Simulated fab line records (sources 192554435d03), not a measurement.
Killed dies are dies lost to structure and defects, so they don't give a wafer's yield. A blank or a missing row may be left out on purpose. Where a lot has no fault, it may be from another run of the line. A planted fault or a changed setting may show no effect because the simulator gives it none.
Matching of chambers + flow n5-finfet + pecvd-03 running N5_BEOL_M12_ILD_DEP_00: 3 sister chambers
The step deposits SiOC from DEMS/O2, target thk 658.92 nm, time 130.7 s. 6 wafers are shown with their chamber, then 12 later ones without.

WAFERS WITH THEIR CHAMBER
| wafer  | chamber | throttle-valve-pct (%) | heater-power-w (W) |
|--------|---------|------------------------|--------------------|
| L084.2 | 1       | 12.0                   | 445                |
| L088.1 | 2       | 12.3                   | 350                |
| L088.4 | 0       | 13.3                   | 415                |
| L091.1 | 1       | 11.6                   | 495                |
| L091.4 | 0       | 13.2                   | 409                |
| L091.5 | 2       | 11.9                   | 344                |

WAFERS WHOSE CHAMBER IS MISSING
| wafer  | throttle-valve-pct (%) | heater-power-w (W) |
|--------|------------------------|--------------------|
| L090.3 | 12.0                   | 392                |
| L090.5 | 12.0                   | 511                |
| L090.6 | 13.1                   | 361                |
| L093.2 | 13.3                   | 457                |
| L093.3 | 12.2                   | 376                |
| L093.4 | 12.2                   | 395                |
| L097.1 | 13.2                   | 426                |
| L097.3 | 11.8                   | 531                |
| L097.5 | 12.0                   | 552                |
| L096.1 | 13.2                   | 401                |
| L096.5 | 13.1                   | 418                |
| L096.6 | 12.0                   | 536                |

WHICH CHAMBER EACH WENT THROUGH
| wafer  | from the rows above     | in truth |
|--------|-------------------------|----------|
| L090.3 | can't be placed: 2 or 1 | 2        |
| L090.5 | 1                       | 1        |
| L090.6 | can't be placed: 0 or 2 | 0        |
| L093.2 | 0                       | 0        |
| L093.3 | 2                       | 2        |
| L093.4 | can't be placed: 2 or 1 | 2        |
| L097.1 | 0                       | 0        |
| L097.3 | 1                       | 1        |
| L097.5 | 1                       | 1        |
| L096.1 | 0                       | 0        |
| L096.5 | 0                       | 0        |
| L096.6 | 1                       | 1        |
9 of 12 placed correctly. Can't be placed from these rows: 3 (the true chamber is among the candidates in 3). Number placed wrongly: 0.
How it was worked out, from the rows above alone: a wafer's distance from a chamber is the root of the sum, over the readings, of the square of ((its reading less the chamber's mean) divided by the reading's scatter). The wafer belongs to the nearest chamber; if the next one is less than 2 further off, it can't be placed. A chamber's mean is the mean of its shown wafers. The scatter: the root of (the sum of the squares of (reading less its chamber's mean) over the shown wafers, divided by (wafers less chambers)).
